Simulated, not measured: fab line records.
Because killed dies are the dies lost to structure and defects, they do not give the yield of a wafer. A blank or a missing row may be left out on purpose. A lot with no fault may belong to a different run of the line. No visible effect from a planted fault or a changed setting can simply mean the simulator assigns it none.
Which tool did it? + flow n5 finfet + 12 lots (36 wafers sampled), 1 step of a 1938-step route

WHAT THE GAUGES SHOWED, per wafer
N5_FIN_SAQP_CD_MEAS_16: target cd 35.6 nm.
| lot  | measured    | on        | cd nm (nm)        |
|------|-------------|-----------|-------------------|
| L075 | day 2 03:50 | cd sem-02 | 35.42 35.74 35.73 |
| L077 | day 2 15:52 | cd sem-01 | 35.85 35.59 36.09 |
| L079 | day 3 03:17 | cd sem-01 | 35.61 35.32 35.33 |
| L081 | day 3 15:40 | cd sem-02 | 34.89 35.43 35.27 |
| L083 | day 4 05:15 | cd sem-02 | 35.12 34.92 35.62 |
| L085 | day 4 18:12 | cd sem-02 | 35.78 35.93 35.76 |
| L087 | day 5 04:43 | cd sem-02 | 35.62 35.60 35.95 |
| L089 | day 5 15:38 | cd sem-01 | 35.70 35.56 35.62 |
| L091 | day 6 10:55 | cd sem-01 | 35.33 35.50 35.38 |
| L093 | day 6 19:50 | cd sem-03 | 35.42 35.10 35.76 |
| L095 | day 7 04:08 | cd sem-02 | 35.70 35.82 36.25 |
| L097 | day 7 16:17 | cd sem-02 | 34.87 35.03 35.29 |

TOOL THAT RAN EACH LOT (tool first, then ch and the chambers of the sampled wafers, then the start)
Before these readings, the record contains no process step.

THE ANSWER, worked out from the rows above alone
Rule: what is usual is taken from the lots themselves. Put in order of their means at a reading, lots are off if they are a third of the lots or fewer, leave a main group of 4 or more, and stand apart from it by a gap of 3 or more times the standard deviation of the main group's means; of several such gaps the widest counts. If all means in a main group match to the digits the tables above print for the reading, that group is not used. Also off: a lot with no number at a reading for which 4 or more lots have one. All remaining lots with rows at the step are treated as sound.
Nothing can be told from this: no lot is off at any reading shown.

WHAT WAS PUT IN BY THE SIMULATOR
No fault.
